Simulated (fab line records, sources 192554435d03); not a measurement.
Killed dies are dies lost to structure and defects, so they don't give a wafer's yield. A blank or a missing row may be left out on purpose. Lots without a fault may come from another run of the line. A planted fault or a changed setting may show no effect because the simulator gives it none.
Chamber matching | flow n5_finfet | N5_DUMMY_GATE_ALD_02 on ald_sin-04: 4 sister chambers
The step deposits SiO2, target thk 2 nm, pulse time 1 s. 18 wafers are shown with their chamber, then 9 later ones without.

WAFERS WITH THEIR CHAMBER
wafer  | chamber | heater_power_w (W) | precursor_pulse_height_rel
L079.3 | 2       | 500                | 1.006
L079.5 | 1       | 398                | 1.002
L079.6 | 2       | 498                | 1.004
L080.1 | 1       | 397                | 0.979
L080.4 | 0       | 502                | 1.013
L080.5 | 0       | 489                | 0.994
L084.3 | 3       | 427                | 0.989
L084.4 | 0       | 498                | 0.998
L084.5 | 1       | 386                | 1.000
L085.2 | 2       | 508                | 1.023
L085.3 | 1       | 387                | 0.988
L085.6 | 0       | 488                | 0.992
L088.1 | 1       | 385                | 1.013
L088.2 | 3       | 429                | 0.964
L088.4 | 0       | 498                | 0.963
L090.1 | 1       | 394                | 1.029
L090.4 | 3       | 439                | 1.016
L090.6 | 0       | 508                | 0.957

SIGNATURES (means of the wafers above)
reading                    | chamber 0 | chamber 1 | chamber 2 | chamber 3 | scatter within a chamber
heater_power_w             | 497.17    | 391.17    | 502.00    | 431.67    | 6.56
precursor_pulse_height_rel | 0.98617   | 1.00183   | 1.01100   | 0.98967   | 0.0198
Rule: a wafer's distance from a chamber is the root of the sum, over the readings, of the square of ((its reading less the chamber's mean) divided by the reading's scatter). The wafer belongs to the nearest chamber; if the next one is less than 2 further off, it can't be placed. The scatter: the root of (the sum of the squares of (reading less its chamber's mean) over the shown wafers, divided by (wafers less chambers)).

WAFERS WITHOUT THEIR CHAMBER
wafer  | heater_power_w (W) | precursor_pulse_height_rel
L092.1 | 506                | 1.016
L092.2 | 385                | 0.988
L092.3 | 422                | 1.009
L092.4 | 484                | 1.011
L092.5 | 505                | 1.015
L092.6 | 437                | 1.026
L094.2 | 429                | 0.994
L094.3 | 501                | 1.019
L094.5 | 402                | 1.006

WHICH CHAMBER EACH WENT THROUGH
wafer  | from the rows above     | in truth
L092.1 | can't be placed: 2 or 0 | 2
L092.2 | 1                       | 1
L092.3 | 3                       | 3
L092.4 | can't be placed: 0 or 2 | 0
L092.5 | can't be placed: 2 or 0 | 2
L092.6 | 3                       | 3
L094.2 | 3                       | 3
L094.3 | can't be placed: 2 or 0 | 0
L094.5 | 1                       | 1
Placed correctly: 5 of 9. Can't be placed from these rows: 4 (the true chamber is among the candidates in 4). Placed wrongly: 0.
